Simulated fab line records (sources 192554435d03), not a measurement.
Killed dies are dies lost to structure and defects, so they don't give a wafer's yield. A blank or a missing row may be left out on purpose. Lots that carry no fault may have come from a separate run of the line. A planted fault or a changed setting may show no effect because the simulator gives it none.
8D (eight disciplines) problem report, filled in by code :: flow n5 finfet :: the parts of the form that need people (team, actions taken, sign-off) are left out

1. PROBLEM STATEMENT
run length s at N5_BEOL_M4_ETCH_70 reads a mean of 162.1 s on 2 wafers of 1 lot; wafers without a fault read 153.3 s with a standard deviation of 0.48. That is +18 standard deviations from the usual mean.
The step: etches SOC in N2/H2, target depth 80 nm, overetch 24 nm, time 130 s.
First observed at day 10 23:04: wafer L929.1, on rie diel-02. The record has a number at this step for 14 wafers belonging to 5 lots. The rule behind "out" and "out of limits": a value lying over 4 standard deviations away from the usual mean. Any other wafer with a number is counted as sound.

2. WHAT IT IS, AND WHAT IT ISN'T
question: which readings at this step
is: run length s
is not: drypump motor current A, oes product au, rf vpp V, showerhead plenum p Torr, throttle valve pct

question: which lots
is: L929
is not: L920, L922, L938, L941

question: which wafers of those lots
is: all that have a number
is not: -

question: read on which tools
is: rie diel-02
is not: rie diel-03, rie diel-04

question: when
is: from day 10 23:04
is not: up to then (6 sound wafers); but 6 sound wafers of L938, L941 came after

3. WHAT RULES OUT EACH SUSPECT
Counting: a tool at any process step up to the reading remains a suspect when it ran all the lots that are out and ran no sound lot after the first of those.
- rie diel-04 at N5_BEOL_M4_DESCUM_33 (chemistry O2, time 7 s): kept. It ran the lot that is out, L929 (day 10 17:41), and no sound lot after that; its last sound lot up to then is L922 (day 8 14:04).
- rie diel-04 at N5_BEOL_M4_ETCH_77 (etches underlayer in N2/H2, target depth 6.5 nm, time 5.2 s): kept. It ran the lot that is out, L929 (day 10 17:43), and no sound lot after that; its last sound lot up to then is L922 (day 8 14:06).
- rie diel-04 at N5_BEOL_M4_ETCH_69 (etches SiARC in CF4, target depth 15.6 nm, time 26 s): kept. It ran the lot that is out, L929 (day 10 17:44), and no sound lot after that; its last sound lot up to then is L922 (day 8 14:07).
- ald sin-03 at N5_BEOL_M4_ALD_98 (deposits SiO2, target thk 2.5 nm, pulse time 1 s, co reactant pulse time 1 s): ruled out as a lasting fault. After its first lot that is out, L929 (day 10 17:49), sound lots L941 ran on it.
- rie diel-02 at N5_BEOL_M4_ETCHBACK_99 (etches SiO2 in CHF3, target depth 5 nm, time 10.4 s): kept. It ran the lot that is out, L929 (day 10 23:02), and no sound lot after that; its last sound lot up to then is L920 (day 8 08:14).
- rie diel-02 at N5_BEOL_M4_ETCH_70 (etches SOC in N2/H2, target depth 80 nm, overetch 24 nm, time 130 s): kept. It ran the lot that is out, L929 (day 10 23:04), and no sound lot after that; its last sound lot up to then is L920 (day 8 08:16). Out on those wafers are its own readings of run length s.
Left after counting: rie diel-04 at N5_BEOL_M4_DESCUM_33, rie diel-04 at N5_BEOL_M4_ETCH_77, rie diel-04 at N5_BEOL_M4_ETCH_69, rie diel-02 at N5_BEOL_M4_ETCHBACK_99, rie diel-02 at N5_BEOL_M4_ETCH_70.

4. THE CAUSE (what the simulator had put in)
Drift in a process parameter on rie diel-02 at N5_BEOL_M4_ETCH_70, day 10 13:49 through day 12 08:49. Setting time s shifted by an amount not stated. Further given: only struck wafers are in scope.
After counting, 5 suspects remain, this tool included.

5. SEQUENCE OF EFFECTS, ordered by route
Rows list readings where the struck wafers' mean (over those with a number) sits beyond 3 standard deviations from the usual. Only readings whose record carries a usual standard deviation are examined. hours: median over the lots of the time between each lot's start at the first step of this table that gives one and its start at this step. sigmas: the change, counted in usual standard deviations.
hours: 0
step: N5_BEOL_M4_ETCH_70
reading: run length s
usual: 153.3 s
on struck wafers: 162.1
change: +8.8
sigmas: +18
Its process steps:
- N5_BEOL_M4_ETCH_70: etches SOC in N2/H2, target depth 80 nm, overetch 24 nm, time 130 s.
Later steps that measure or inspect, where all struck wafers having a row at the step show a number for every such reading and not one has moved that far: N5_BEOL_M4_RC_MEAS_101.

6. HOW IT WOULD HAVE BEEN CAUGHT EARLIER
The fault began at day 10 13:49; the first out-of-limits reading in this record came at day 10 23:04, 9 hours later.
